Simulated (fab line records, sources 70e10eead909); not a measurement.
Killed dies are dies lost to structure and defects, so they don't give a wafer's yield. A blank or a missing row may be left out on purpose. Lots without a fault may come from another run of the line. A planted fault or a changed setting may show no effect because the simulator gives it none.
A struck lot beside a sound one | flow nand_harc | 14 steps out of a route of 1302
Sound: wafers L764.1, L764.2, L764.4. Struck: wafer L757.1. (L757.4 of the same lot was not struck and is left out.) The cause comes at the end.
At each step with rows: each side's tool, then ch and its chambers, then its first start. Under that, the readings that differ: sound wafers | struck wafers | difference of the means | sigmas: that difference in standard deviations of wafers without a fault.
alike: readings whose means differ by less than 2 such deviations, and words and numbers that are the same on both sides. not compared: withheld readings, readings that some wafer has no value for, bounds like >300 that may hide the same value, and numbers for which the record gives no deviation and whose values overlap.
The two part at a step that has a row with sigmas, a row that says differs or no value, or rows on one side only. Numbers that don't overlap but have no deviation are shown without sigmas and don't part them. A reading that every wafer of one side lacks parts them only if that side has two wafers or more.

first, 3 steps without rows for these wafers: NHARC_A_SLIT_EXPOSE_06 (exposes mask SLIT); NHARC_A_SLIT_PEB_07 (peb time 65 s); NHARC_A_SLIT_DEVELOP_08 (develop time 35 s).
NHARC_A_SLIT_CD_MEAS_09: target cd 300 nm.
  sound on cd_sem-03 ch 0, day 26 16:48; struck on cd_sem-03 ch 0, day 23 16:34
  alike: cd_nm
NHARC_A_SLIT_OVL_MEAS_10:
  sound on overlay-02, day 26 16:53; struck on overlay-01, day 23 16:40
  alike: overlay_x_nm, overlay_y_nm
NHARC_A_SLIT_INSPECT_11:
  sound on defect_inspect-02, day 26 16:56; struck on defect_inspect-01, day 23 16:41
  alike: raw_defect_count
NHARC_A_SLIT_DESCUM_14: chemistry O2, time 3 s.
  sound on rie_diel-02 ch 0,1,2, day 26 16:59; struck on rie_diel-01 ch 3, day 23 16:45
  reading                | sound       | struck | difference | sigmas
  rf_hours_counter_h (h) | 0.8 0.7 0.9 | 8.7    | +7.9       |
  alike: drypump_motor_current_A, oes_product_au, rf_vpp_V, showerhead_plenum_p_Torr, throttle_valve_pct
NHARC_A_SLIT_ETCH_24: etches the open film in CF4/CHF3, target depth 121 nm, time 60.5 s.
  sound on rie_diel-02 ch 0,2,3, day 26 17:05; struck on rie_diel-01 ch 2, day 23 16:50
  reading                | sound          | struck | difference | sigmas
  rf_hours_counter_h (h) | 0.7 0.9 0.8    | 8.0    | +7.2       |
  run_length_s (s)       | 81.7 81.1 81.8 | 82.5   | +1.0       | +2
  alike: drypump_motor_current_A, oes_product_au, rf_vpp_V, showerhead_plenum_p_Torr, throttle_valve_pct
then, 1 step without rows for these wafers: NHARC_A_SLIT_ETCH_15 (etches the open film in O2/COS, target depth 6200 nm, time 1612 s).
NHARC_A_SLIT_ETCH_17: etches the open film in C4F8/O2/Ar, time 4254.5 s, target depth 20300 nm.
  sound on har_etch-01 ch 0,1, day 26 18:15; struck on har_etch-02 ch 0, day 23 18:37
  reading                         | sound          | struck | difference | sigmas
  drypump_motor_current_A (A)     | 6.0 5.1 6.0    | 4.8    | -0.9       | -2
  showerhead_plenum_p_Torr (Torr) | 3.49 3.60 3.49 | 3.89   | +0.36      | +2
  alike: throttle_valve_pct
  not compared: rf_hours_counter_h, run_length_s
NHARC_A_SLIT_ETCH_26: etches the open film in C4F8/O2/Ar, time 90 s, target depth 400 nm.
  sound on har_etch-01 ch 0,1, day 26 21:52; struck on har_etch-02 ch 0, day 23 21:43
  reading                         | sound          | struck | difference | sigmas
  drypump_motor_current_A (A)     | 6.0 5.1 6.0    | 4.8    | -0.9       | -2
  showerhead_plenum_p_Torr (Torr) | 3.52 3.63 3.52 | 3.93   | +0.37      | +2
  alike: run_length_s, throttle_valve_pct
  not compared: rf_hours_counter_h
then, 1 step without rows for these wafers: NHARC_A_SLIT_STRIP_28 (strips in O2/COS).
NHARC_A_SLIT_ETCH_29: etches the open film in CF4/O2, target depth 100 nm, overetch 10 nm, time 55 s.
  sound on rie_diel-08 ch 1,2, day 26 22:47; struck on rie_diel-02 ch 0, day 23 22:34
  reading          | sound          | struck | difference | sigmas
  run_length_s (s) | 76.9 76.5 76.4 | 72.0   | -4.6       | -12
  alike: drypump_motor_current_A, oes_product_au, rf_vpp_V, showerhead_plenum_p_Torr, throttle_valve_pct
  not compared: rf_hours_counter_h
NHARC_A_SLIT_STRIP_18: strips in O2.
  sound on rie_diel-08 ch 1,2,3; struck on rie_diel-02 ch 2
  alike: drypump_motor_current_A, oes_product_au, rf_vpp_V, showerhead_plenum_p_Torr, throttle_valve_pct
  not compared: rf_hours_counter_h

WHERE THEY PART
First at NHARC_A_SLIT_ETCH_24; last, within this record, at NHARC_A_SLIT_ETCH_29. Later steps at which nothing parts them and some readings are alike: NHARC_A_SLIT_STRIP_18.

WHY: what the simulator had put in
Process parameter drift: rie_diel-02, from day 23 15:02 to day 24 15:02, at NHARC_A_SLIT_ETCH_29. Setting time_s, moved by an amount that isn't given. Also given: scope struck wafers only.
